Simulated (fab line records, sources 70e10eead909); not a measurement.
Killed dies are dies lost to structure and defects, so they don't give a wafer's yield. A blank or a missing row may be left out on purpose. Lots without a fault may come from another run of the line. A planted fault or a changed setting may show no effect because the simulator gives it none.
fab line records | flow nand_harc
record lots=12 wafers=36 last_day=24
route steps=1159 shown P_GATE@213 P_CONTACT@233 P_M0@271 END@1159
lots that met no fault: from a run of the same line without faults
start_h: hours from the record's first day to the start of the lot's first wafer shown | wait_h: hours since the lot's step before | " the same as in the row above | L1.1+2: a row that stands for several wafers | - no value, or no start given | * or withheld: withheld | < > ~ a bound
route shown NAME@n: a module of which the file shows steps, and the number in the route of the first | usual: mean/standard deviation of fault-free wafers | same: alike in all rows | chamber/n: place in a boat | sites: the reading at each site | _std_site: their standard deviation | _edge_site: outer sites' mean less inner sites' | radius_mm: how far each site lies from the wafer's centre | mask NAME#n: copy n | behind: the tool/chamber that last shaped the wafer | hold: why the lot was held/for how many hours/how that ended | device: the transistor (n, p or np) that didn't switch | end of line: the same wafers' tests at the end of the route | a step without rows: its recipe alone | killed: dies lost to structure and defects at the first sort, not the wafer's yield | map: a wafer's dies, x killed, . not, _ none there
set.NAME: the setting as run; set.NAME@STEP: as run at that earlier step | model.NAME: the simulator's own value behind a step, which no gauge read
steps of the route over a sample of lots; a table a step, a row a wafer
services: from which hour (start_h, from the record's first day; less than 0 if before it) a tool's chamber was out of use, for how many hours, and why
## steps
# step NHARC_P_GATE_RTA_80
# recipe temp_c=300 time_s=30
# usual lamp_power_pct=2.37/0.059 wafer_temp_C_max=301.9/0.42
# columns lot.wafer tool chamber start_h wait_h lamp_power_pct wafer_temp_C_max
L925.1 rtp_anneal-01 0 111.46 - 2.42 302.3
L925.2 " 0 " " 2.42 301.8
L925.5 " 0 " " 2.42 301.6
L927.1 rtp_anneal-02 0 114.82 - 2.30 301.9
L927.2 " 0 " " 2.31 301.5
L927.6 " 0 " " 2.30 301.4
L928.2 rtp_anneal-01 0 128.97 - 2.43 301.6
L928.3 " 0 " " 2.43 301.4
L928.4 " 0 " " 2.43 301.8
L930.1 rtp_anneal-02 0 136.11 - 2.31 302.0
L930.3 " 0 " " 2.30 301.6
L930.4 " 0 " " 2.31 301.5
L931.3 rtp_anneal-01 0 144.52 - 2.42 301.9
L931.4 " 0 " " 2.42 302.1
L931.6 " 0 " " 2.42 302.2
L932.1 rtp_anneal-02 0 154.28 - 2.30 301.9
L932.2 " 0 " " 2.30 301.4
L932.6 " 0 " " 2.30 301.8
L934.1 rtp_anneal-01 0 157.12 - 2.42 301.9
L934.2 " 0 " " 2.42 302.9
L934.6 " 0 " " 2.42 301.5
L933.1 rtp_anneal-01 0 158.46 - 2.42 302.2
L933.2 " 0 " " 2.42 301.9
L933.5 " 0 " " 2.42 302.3
L938.2 rtp_anneal-01 0 186.56 - 2.42 302.8
L938.4 " 0 " " 2.42 302.0
L938.5 " 0 " " 2.42 301.9
L945.1 rtp_anneal-01 0 225.69 - 2.43 301.9
L945.2 " 0 " " 2.43 302.2
L945.6 " 0 " " 2.43 301.6
L946.1 rtp_anneal-02 0 234.60 - 2.30 302.7
L946.4 " 0 " " 2.30 301.3
L946.6 " 0 " " 2.30 302.0
L947.2 rtp_anneal-02 0 239.00 - 2.30 301.4
L947.3 " 0 " " 2.30 301.9
L947.6 " 0 " " 2.30 301.5
# step NHARC_P_CONTACT_OVL_MEAS_13
# usual overlay_x_nm=-0.1/0.67 overlay_y_nm=-0.1/1.1
# columns lot.wafer tool chamber start_h wait_h overlay_x_nm overlay_y_nm
L925.1 overlay-02 - 113.69 - -0.8 0.4
L925.2 " - " " 0.2 0.5
L925.5 " - " " 0.0 0.0
L927.1 overlay-02 - 117.05 - -0.1 0.3
L927.2 " - " " -0.3 0.4
L927.6 " - " " -0.3 0.7
L928.2 overlay-02 - 131.20 - 1.1 0.9
L928.3 " - " " 1.2 0.5
L928.4 " - " " 0.9 0.5
L930.1 overlay-01 - 138.35 - 0.0 -1.3
L930.3 " - " " 0.2 -1.9
L930.4 " - " " -0.3 -1.2
L931.3 overlay-02 - 146.70 - -0.3 -1.7
L931.4 " - " " -0.2 -1.5
L931.6 " - " " 0.0 -2.0
L932.1 overlay-02 - 156.63 - 0.5 -0.5
L932.2 " - " " 0.5 0.4
L932.6 " - " " 1.2 -0.2
L934.1 overlay-02 - 159.48 - -0.6 -0.1
L934.2 " - " " -0.3 0.0
L934.6 " - " " -0.6 -0.3
L933.1 overlay-01 - 160.84 - -0.9 -1.9
L933.2 " - " " -0.5 -1.7
L933.5 " - " " -0.9 -1.9
L938.2 overlay-02 - 189.19 - -0.1 -1.3
L938.4 " - " " -0.2 -1.6
L938.5 " - " " -0.3 -1.0
L945.1 overlay-01 - 228.01 - 1.0 0.4
L945.2 " - " " 0.3 0.7
L945.6 " - " " 1.3 0.5
L946.1 overlay-01 - 237.27 - 0.1 0.6
L946.4 " - " " 0.0 0.5
L946.6 " - " " 0.0 1.0
L947.2 overlay-02 - 241.79 - -0.1 -0.5
L947.3 " - " " -0.2 -0.5
L947.6 " - " " -0.3 -0.6
# step NHARC_P_CONTACT_ETCH_36
# recipe target_depth_a=2600 over_etch_frac=0.25 time_s=406.25 ion_energy_ev=200 n2_flow_sccm=150 h2_flow_sccm=150 ar_flow_sccm=0 rf_w=400 bias_w=150 chemistry=N2/H2
# usual drypump_motor_current_A=5.7/0.47 oes_product_au=1.000/0.0098 rf_vpp_V=429.9/3 showerhead_plenum_p_Torr=2.02/0.1 throttle_valve_pct=14.171/0.0088
# columns lot.wafer tool chamber start_h wait_h drypump_motor_current_A oes_product_au rf_hours_counter_h rf_vpp_V showerhead_plenum_p_Torr throttle_valve_pct
L925.2 rie_diel-02 2 - - 6.2 1.003 12 429.8 1.95 14.178
L925.1 " 3 " " 5.8 0.976 10 433.6 2.17 14.181
L925.5 " 0 " " 5.6 0.993 - 428.4 1.97 14.171
L927.2 rie_diel-13 0 - - 5.0 1.008 4 428.7 1.95 14.173
L927.1 " 2 " " 6.0 0.989 4 432.9 2.12 14.152
L927.6 " 0 " " 5.0 1.014 - 427.4 1.95 14.160
L928.4 rie_diel-04 2 - - 5.9 1.003 1 435.3 2.18 14.168
L928.2 " 0 " " 4.8 1.010 2 425.7 1.90 14.178
L928.3 " 1 " " 5.2 0.989 2 430.1 2.08 14.161
L930.4 rie_diel-02 0 - - 5.5 0.992 16 429.8 1.97 14.161
L930.1 " 1 " " 6.0 1.004 15 426.8 1.96 14.182
L930.3 " 2 " " 6.2 1.004 15 428.0 1.95 14.185
L931.3 rie_diel-04 3 - - 6.0 1.001 3 428.6 1.94 14.178
L931.4 " 0 " " 4.8 1.018 3 427.2 1.90 14.175
L931.6 " 0 " " 4.8 1.006 - 426.9 1.90 14.183
L932.2 rie_diel-04 0 - - 4.8 1.004 5 426.3 1.90 14.163
L932.1 " 1 " " 5.2 0.987 5 433.3 2.08 14.170
L932.6 " 2 " " 5.9 0.992 - 434.6 2.18 14.172
L934.2 rie_diel-04 0 - - 4.8 1.010 5 425.6 1.90 14.180
L934.1 " 1 " " 5.2 0.999 5 430.9 2.08 14.171
L934.6 " 2 " " 5.9 1.006 - 435.2 2.17 14.171
L933.1 rie_diel-04 3 - - 6.0 0.994 5 427.7 1.94 14.183
L933.2 " 1 " " 5.2 0.995 5 432.1 2.08 14.173
L933.5 " 0 " " 4.8 1.012 - 425.8 1.90 14.181
L938.2 rie_diel-13 1 - - 6.3 1.010 27 432.8 2.13 14.169
L938.4 " 2 " " 6.1 1.007 28 432.6 2.11 14.174
L938.5 " 2 " " 6.1 0.989 - 433.3 2.11 14.194
L945.2 rie_diel-02 3 - - 5.8 0.996 5 432.0 2.16 14.164
L945.1 " 0 " " 5.6 1.011 5 429.6 1.97 14.179
L945.6 " 0 " " 5.6 1.000 - 428.6 1.97 14.174
L946.1 rie_diel-04 1 - - 5.1 0.992 13 432.2 2.08 14.172
L946.4 " 0 " " 4.8 0.992 13 428.0 1.90 14.173
L946.6 " 2 " " 5.9 1.002 - 434.0 2.17 14.171
L947.2 rie_diel-02 2 - - 6.2 1.002 6 427.0 1.95 14.166
L947.3 " 0 " " 5.5 0.996 7 428.3 1.97 14.162
L947.6 " 2 " " 6.2 0.989 - 428.1 1.95 14.184
# step NHARC_P_M0_STRIP_19
# recipe time_s=600 temp_c=30 chemistry=post_etch_residue_remover
# usual bath_heat_duty_pct=12.7/1.4 run_length_s=603.4/1.4
# columns lot.wafer tool chamber start_h wait_h bath_heat_duty_pct run_length_s
L925.2 wet_bench-04 7 118.60 - 11.4 604.8
L925.1 " 1 " " 12.7 604.3
L925.5 " 2 " " 12.1 602.2
L927.2 wet_bench-04 4 122.53 - 11.8 602.4
L927.1 " 7 " " 11.8 603.8
L927.6 " 1 " " 15.7 604.4
L928.3 wet_bench-07 0 136.82 - 12.2 601.1
L928.4 " 2 " " 13.5 602.3
L928.2 " 3 " " 11.8 605.8
L930.1 wet_bench-01 4 143.12 - 14.7 604.9
L930.3 " 6 " " 11.8 601.9
L930.4 " 1 " " 12.5 604.3
L931.3 wet_bench-07 5 151.62 - 14.4 603.4
L931.4 " 7 " " 11.8 603.1
L931.6 " 2 " " 13.7 601.6
L932.2 wet_bench-07 1 162.65 - 11.0 604.2
L932.6 " 2 " " 13.8 601.6
L932.1 " 3 " " 12.8 605.0
L934.1 wet_bench-07 1 167.33 - - -
L934.2 " 2 " " - -
L934.6 " 5 " " - -
L933.5 wet_bench-04 4 167.89 - - -
L933.1 " 7 " " - -
L933.2 " 0 " " - -
L938.5 wet_bench-04 0 194.31 - 12.9 605.6
L938.4 " 1 " " 14.6 604.7
L938.2 " 4 " " 13.4 603.1
L945.2 wet_bench-04 6 233.04 - 11.2 604.8
L945.1 " 7 " " 12.5 603.7
L945.6 " 3 " " 13.4 602.5
L946.4 wet_bench-07 6 242.42 - 13.4 603.3
L946.1 " 1 " " 10.7 602.5
L946.6 " 3 " " 12.6 605.0
L947.3 wet_bench-07 3 248.08 - 13.4 605.0
L947.6 " 5 " " 13.8 603.3
L947.2 " 6 " " 14.3 603.1
# step NHARC_END_SORT_01
# recipe temp_c=25
# usual defect_limited_yield=95.4/1.4 killed_at_array=27/9.3 killed_at_other=0.9/1.3 killed_at_periphery=3.6/2.7 killed_dies=31/9.7 killed_open=3.3/1.8 killed_short=2.0/1.5 sort_bin_2_pct=1.4/0.63 sort_bin_3_pct=0.25/0.21 sort_bin_4_pct=2.9/0.93 sort_n_pass=646/9.7 sort_rim_yield_pct=95/3.1 sort_yield_pct=95.4/1.4
# same gross_dies=677 sort_bin_5_pct[%]=0 sort_bin_6_pct[%]=0 sort_bin_7_pct[%]=0 sort_bin_8_pct[%]=0 sort_rim_n_gross=106.00
# columns lot.wafer tool chamber start_h wait_h defect_limited_yield[%] killed_at_array killed_at_other killed_at_periphery killed_dies killed_open killed_short sort_bin_2_pct[%] sort_bin_3_pct[%] sort_bin_4_pct[%] sort_n_pass sort_rim_yield_pct[%] sort_yield_pct[%]
L930.1 prober-02 0 454.49 2.5 97.2 15 2 2 19 4 0 0.9 0 1.9 658 97 97.2
L930.3 prober-02 0 456.10 3.1 97.5 13 2 2 17 6 2 0.9 0.15 1.5 660 96 97.5
L930.4 prober-02 0 456.91 3.4 96.9 17 0 4 21 3 4 1.2 0 1.9 656 98 96.9
L928.2 prober-01 0 470.91 2.8 96.0 23 0 4 27 5 4 1.2 0 2.8 650 95 96.0
L928.3 prober-01 0 471.71 3.1 96.3 21 0 4 25 2 1 1.0 0.30 2.4 652 92 96.3
L928.4 prober-01 0 472.52 3.4 96.0 22 2 3 27 1 5 1.5 0.30 2.2 650 95 96.0
L931.3 prober-02 0 473.12 3.1 97.8 11 0 4 15 2 2 0.3 0.15 1.8 662 97 97.8
L931.4 prober-02 0 473.91 3.4 96.6 18 0 5 23 4 2 1.2 0 2.2 654 95 96.6
L931.6 prober-02 0 475.49 3.9 95.1 19 0 14 33 5 2 1.5 0 3.4 644 93 95.1
L934.6 prober-01 0 484.69 4.0 94.2 31 0 8 39 1 4 1.6 0.59 3.5 638 91 94.2
L938.2 prober-01 0 525.86 2.8 95.0 32 0 2 34 3 2 1.8 0.15 3.1 643 93 95.0
L938.4 prober-01 0 527.46 3.4 96.0 25 0 2 27 6 0 1.6 0 2.4 650 96 96.0
L938.5 prober-01 0 528.26 3.7 94.5 31 0 6 37 8 4 2.4 0.44 2.7 640 92 94.5
L945.1 prober-02 0 550.05 2.5 92.8 46 0 3 49 3 1 2.2 0.89 4.1 628 85 92.8
L945.2 prober-02 0 550.85 2.8 91.6 54 0 3 57 7 1 2.4 0.44 5.6 620 90 91.6
L945.6 prober-02 0 554.04 4.0 93.6 43 0 0 43 0 2 2.8 0.15 3.4 634 91 93.6
L947.2 prober-02 0 571.22 2.8 93.6 37 5 1 43 2 2 1.9 0.89 3.5 634 90 93.6
L947.3 prober-02 0 572.03 3.1 93.1 45 1 1 47 2 1 2.4 0.15 4.4 630 100 93.1
L947.6 prober-02 0 574.45 4.0 95.0 29 5 0 34 3 1 1.9 0.30 2.8 643 98 95.0
# killed by level:class
L930.1 A_STAIRCASE:chamber_film_flake=5 A_CHANNEL_HOLE_D1:chamber_film_flake=3 A_WL_FILL:geometric_particle:open=2 A_CONTACT:chamber_film_flake=2 THIN_TSV:chamber_film_flake=2 A_CHANNEL_FILL_D1:geometric_particle:open=1 A_CONTACT:geometric_particle:open=1 P_STI:chamber_film_flake=1
L930.3 A_WL_FILL:geometric_particle:short=2 A_WL_FILL:geometric_particle:open=2 A_M0:geometric_particle:open=2 A_CHANNEL_FILL_D1:chamber_film_flake=2 A_STAIRCASE:chamber_film_flake=2 THIN_TSV:chamber_film_flake=2 P_CONTACT:geometric_particle:open=1 A_CHANNEL_FILL_D1:geometric_particle:open=1
L930.4 A_CHANNEL_HOLE_D1:chamber_film_flake=6 P_M1:chamber_film_flake=3 A_STAIRCASE:chamber_film_flake=3 P_M1:geometric_particle:short=1 A_ONON_D1:geometric_particle:short=1 A_ONON_D1:geometric_particle:open=1 A_CHANNEL_HOLE_D1:geometric_particle:short=1 A_CHANNEL_FILL_D1:geometric_particle:short=1
L928.2 A_CHANNEL_HOLE_D1:chamber_film_flake=13 A_STAIRCASE:chamber_film_flake=2 P_CONTACT:geometric_particle:short=1 P_CONTACT:geometric_particle:open=1 P_M0:geometric_particle:open=1 A_SOURCE_PLATE:geometric_particle:open=1 A_CHANNEL_HOLE_D1:geometric_particle:short=1 A_CHANNEL_FILL_D1:geometric_particle:short=1
L928.3 A_CHANNEL_HOLE_D1:chamber_film_flake=14 A_STAIRCASE:chamber_film_flake=4 P_GATE:chamber_film_flake=2 P_CONTACT:geometric_particle:open=1 A_M0:geometric_particle:short=1 A_M1:geometric_particle:open=1 P_STI:chamber_film_flake=1 A_CONTACT:chamber_film_flake=1
L928.4 A_CHANNEL_HOLE_D1:chamber_film_flake=15 P_STI:chamber_film_flake=2 A_STAIRCASE:chamber_film_flake=2 P_CONTACT:geometric_particle:short=1 A_ONON_D1:geometric_particle:short=1 A_CHANNEL_HOLE_D1:geometric_particle:short=1 A_WL_FILL:geometric_particle:short=1 A_BLC:geometric_particle:open=1
L931.3 A_CHANNEL_HOLE_D1:chamber_film_flake=5 P_BONDPAD:chamber_film_flake=4 A_STAIRCASE:chamber_film_flake=2 A_ONON_D1:geometric_particle:short=1 A_CHANNEL_FILL_D1:geometric_particle:short=1 A_CONTACT:geometric_particle:open=1 A_M1:geometric_particle:open=1
L931.4 A_CHANNEL_HOLE_D1:chamber_film_flake=7 A_STAIRCASE:chamber_film_flake=5 A_ONON_D1:geometric_particle:open=2 P_STI:chamber_film_flake=2 P_CONTACT:geometric_particle:short=1 A_WL_FILL:geometric_particle:open=1 A_CONTACT:geometric_particle:short=1 A_CONTACT:geometric_particle:open=1
L931.6 P_BONDPAD:chamber_film_flake=9 A_CHANNEL_HOLE_D1:chamber_film_flake=9 P_STI:chamber_film_flake=2 A_SGD_CUT:chamber_film_flake=2 A_STAIRCASE:chamber_film_flake=2 P_GATE:geometric_particle:open=1 P_M0:geometric_particle:open=1 A_CHANNEL_FILL_D1:geometric_particle:open=1
L934.6 A_SLIT:chamber_film_flake=12 A_CHANNEL_HOLE_D1:chamber_film_flake=9 P_M2:chamber_film_flake=5 A_CONTACT:chamber_film_flake=3 P_CONTACT:chamber_film_flake=2 A_WL_FILL:chamber_film_flake=2 P_CONTACT:geometric_particle:short=1 A_ONON_D1:geometric_particle:short=1
L938.2 A_SLIT:chamber_film_flake=16 A_CHANNEL_HOLE_D1:chamber_film_flake=3 A_CONTACT:chamber_film_flake=3 A_BLC:chamber_film_flake=3 P_CONTACT:geometric_particle:open=1 A_SOURCE_PLATE:geometric_particle:short=1 A_WL_FILL:geometric_particle:open=1 A_CONTACT:geometric_particle:short=1
L938.4 A_SLIT:chamber_film_flake=10 A_STAIRCASE:chamber_film_flake=4 A_CONTACT:geometric_particle:open=3 A_CHANNEL_HOLE_D1:chamber_film_flake=3 A_CONTACT:chamber_film_flake=2 P_M1:geometric_particle:open=1 A_CHANNEL_HOLE_D1:geometric_particle:open=1 A_SGD_CUT:geometric_particle:open=1
L938.5 A_SLIT:chamber_film_flake=13 A_BLC:chamber_film_flake=3 A_CONTACT:chamber_film_flake=3 A_CHANNEL_HOLE_D1:chamber_film_flake=3 A_STAIRCASE:chamber_film_flake=3 P_M0:geometric_particle:short=2 P_STI:geometric_particle:open=1 P_GATE:geometric_particle:open=1
L945.1 A_SLIT:chamber_film_flake=19 A_CHANNEL_HOLE_D1:chamber_film_flake=18 A_STAIRCASE:chamber_film_flake=2 A_WL_FILL:chamber_film_flake=2 P_M0:geometric_particle:open=1 P_M1:geometric_particle:short=1 A_WL_FILL:geometric_particle:open=1 A_CONTACT:geometric_particle:open=1
L945.2 A_SLIT:chamber_film_flake=24 A_CHANNEL_HOLE_D1:chamber_film_flake=19 A_STAIRCASE:chamber_film_flake=3 P_CONTACT:geometric_particle:open=2 A_CONTACT:geometric_particle:open=2 A_CONTACT:chamber_film_flake=2 P_M0:geometric_particle:open=1 A_SOURCE_PLATE:geometric_particle:open=1
L945.6 A_CHANNEL_HOLE_D1:chamber_film_flake=19 A_SLIT:chamber_film_flake=13 A_STAIRCASE:chamber_film_flake=3 A_CONTACT:chamber_film_flake=3 A_WL_FILL:chamber_film_flake=2 A_CHANNEL_HOLE_D1:geometric_particle:short=1 A_CHANNEL_FILL_D1:geometric_particle:short=1 A_CHANNEL_FILL_D1:chamber_film_flake=1
L947.2 A_SLIT:chamber_film_flake=21 THIN_TSV:chamber_film_flake=5 A_CHANNEL_HOLE_D1:chamber_film_flake=4 A_STAIRCASE:chamber_film_flake=4 A_CONTACT:chamber_film_flake=3 A_SGD_CUT:geometric_particle:open=2 A_SOURCE_PLATE:geometric_particle:short=1 A_SGD_CUT:geometric_particle:short=1
L947.3 A_SLIT:chamber_film_flake=22 A_CONTACT:chamber_film_flake=9 A_CHANNEL_HOLE_D1:chamber_film_flake=6 A_STAIRCASE:chamber_film_flake=5 P_CONTACT:geometric_particle:short=1 A_CHANNEL_FILL_D1:geometric_particle:open=1 A_SLIT:geometric_particle:open=1 A_WL_FILL:chamber_film_flake=1
L947.6 A_SLIT:chamber_film_flake=13 A_CHANNEL_HOLE_D1:chamber_film_flake=7 THIN_TSV:chamber_film_flake=5 A_STAIRCASE:chamber_film_flake=2 A_CONTACT:chamber_film_flake=2 A_CHANNEL_HOLE_D1:geometric_particle:short=1 A_SGD_CUT:geometric_particle:open=1 A_CONTACT:geometric_particle:open=1
## services
# columns tool chamber start_h hours kind
rie_diel-04 0 90.41 - clean
rie_diel-04 1 90.41 - clean
rie_diel-04 2 90.41 - clean
rie_diel-04 3 90.41 - clean
wet_bench-01 - 94.24 1.9 repair
wet_bench-07 - 96.00 8.0 pm
rie_diel-13 - 99.00 9.0 pm
wet_bench-07 0 104.00 - consumable_replace:bath
wet_bench-07 0 104.00 - consumable_replace:filter
wet_bench-07 1 104.00 - consumable_replace:bath
wet_bench-07 1 104.00 - consumable_replace:filter
wet_bench-07 2 104.00 - consumable_replace:bath
wet_bench-07 2 104.00 - consumable_replace:filter
wet_bench-07 3 104.00 - consumable_replace:bath
wet_bench-07 3 104.00 - consumable_replace:filter
rie_diel-04 - 111.90 9.0 pm
rie_diel-13 3 126.88 5.4 repair
rie_diel-02 - 150.78 9.0 pm
rie_diel-02 - 192.06 0.7 repair
wet_bench-04 - 196.71 8.1 repair
rie_diel-13 - 205.49 0.8 repair
wet_bench-01 - 213.62 8.0 pm
rie_diel-04 - 220.34 0.2 repair
wet_bench-04 - 243.84 8.0 pm
## key
first_sign step=NHARC_P_M0_STRIP_19 reading=tool_record direction=missing
effect none on later readings
met_at NHARC_P_M0_STRIP_19
struck_lots L933,L934
not_acting_at NHARC_P_GATE_RTA_80,NHARC_P_CONTACT_OVL_MEAS_13,NHARC_P_CONTACT_ETCH_36
onset_between 162.65 167.33
fault kind=skipped_step_whole tool=wet_bench-04,wet_bench-07 chamber=- onset_h=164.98 steps=NHARC_P_M0_STRIP_19 scope=struck_lots_only
